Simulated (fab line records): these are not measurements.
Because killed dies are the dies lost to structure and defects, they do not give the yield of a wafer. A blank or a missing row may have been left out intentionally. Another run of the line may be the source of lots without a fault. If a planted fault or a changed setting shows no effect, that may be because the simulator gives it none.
8D (eight disciplines) problem report, filled in by code | flow n5-finfet | the parts of the form that need people (team, actions taken, sign-off) are left out

1. THE PROBLEM
Mean of oes-product-au at N5_DUMMY_GATE_ETCH_37: 0.28 a.u. across 9 wafers in 3 lots; on wafers with no fault it is 0.62 a.u. (standard deviation 0.05). That puts it -6.8 standard deviations away from the usual mean.
The step: etches SOC in N2/H2, target depth 60 nm, overetch 30 nm.
First seen on wafer L569.1, day 4 22:30, on rie-diel-04. At this step, 24 wafers from 9 lots have a number in the record. By rule, "out" or "out of limits" means more than 4 standard deviations away from the usual mean. The other wafers with a number count as sound.

2. WHAT THIS IS AND IS NOT
question                    | is                     | is not
which readings at this step | oes-product-au         | bias-w, chamber-pressure-mTorr, drypump-motor-current-A, h2-flow-sccm, rf-vpp-V, showerhead-plenum-p-Torr, throttle-valve-pct
which lots                  | L569, L570, L571       | L576, L578, L579, L580, L582, L583
which wafers of those lots  | all that have a number | -
read on which tools         | rie-diel-04            | -
when                        | from day 4 22:30       | up to then (0 sound wafers); but 15 sound wafers of L576, L578, L579, L580, L582, L583 came after

3. SUSPECTS, AND WHAT RULES EACH OUT
Counting: any tool at a process step up to the reading is kept as a suspect provided that every lot that is out went through it and no sound lot did after the first of them.
- rie-diel-04 at N5_DUMMY_GATE_ETCH_36 (etches SiARC in CF4, target depth 13 nm): ruled out as a lasting fault. Following L569 (day 4 22:28), the first lot on it that is out, the sound lots L576, L578, L579, L580, L582, L583 were run on it.
- rie-diel-04 at N5_DUMMY_GATE_ETCH_37 (etches SOC in N2/H2, target depth 60 nm, overetch 30 nm): ruled out as a lasting fault. Following L569 (day 4 22:30), the first lot on it that is out, the sound lots L576, L578, L579, L580, L582, L583 were run on it.
Left after counting: nothing in the record.

4. THE CAUSE (what the simulator had put in)
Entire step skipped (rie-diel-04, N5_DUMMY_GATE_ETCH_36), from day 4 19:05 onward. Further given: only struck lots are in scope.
Counting ruled it out, wrongly.

5. THE EFFECT CHAIN, in route order
One row per reading whose mean, taken over the struck wafers that have a number, lies over 3 standard deviations from the usual. Scope: only readings with a usual standard deviation given in the record; hours: median across lots of the time from each lot's start at the first step in this table that gives one to its start at this step; sigmas: change in usual standard deviations.
hours | step                    | reading              | usual     | on struck wafers | change | sigmas
0     | N5_DUMMY_GATE_ETCH_37   | oes-product-au       | 0.62 a.u. | 0.28             | -0.34  | -6.8
233   | N5_PASSIVATION_PROBE_49 | defect-limited-yield | 91.2 %    | 0.0              | -91.2  | -61
233   | N5_PASSIVATION_PROBE_49 | killed-at-front-end  | 40        | 1114             | +1074  | +98
233   | N5_PASSIVATION_PROBE_49 | killed-dies          | 104       | 1180             | +1076  | +63
233   | N5_PASSIVATION_PROBE_49 | killed-on-rim        | 14        | 152              | +138   | +38
233   | N5_PASSIVATION_PROBE_49 | sort_bin_5_function  | 5.1 %     | 96.7             | +91.6  | +99 or more
233   | N5_PASSIVATION_PROBE_49 | sort-n-pass          | 1076      | 0                | -1076  | -63
233   | N5_PASSIVATION_PROBE_49 | sort-yield-pct       | 91.2 %    | 0.0              | -91.2  | -61
Its process steps:
- N5_DUMMY_GATE_ETCH_37: etches SOC in N2/H2, target depth 60 nm, overetch 30 nm.
- N5_PASSIVATION_PROBE_49
Readings that are blank on the struck wafers while sound wafers have them: bias-w at N5_DUMMY_GATE_ETCH_36; cf4-flow-sccm at N5_DUMMY_GATE_ETCH_36; drypump-motor-current-A at N5_DUMMY_GATE_ETCH_36; mfc-ar-sccm at N5_DUMMY_GATE_ETCH_36; oes-product-au at N5_DUMMY_GATE_ETCH_36; rf-vpp-V at N5_DUMMY_GATE_ETCH_36; showerhead-plenum-p-Torr at N5_DUMMY_GATE_ETCH_36; throttle-valve-pct at N5_DUMMY_GATE_ETCH_36; and 1 more.

6. HOW IT WOULD HAVE BEEN CAUGHT EARLIER
3 hours passed between the start of the fault at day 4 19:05 and the first reading out of limits in this record, taken at day 4 22:30.
At N5_DUMMY_GATE_ETCH_36 the tool's readings are blank on the struck wafers, where sound wafers have them: an empty tool record is the first sign, and it was there at once.
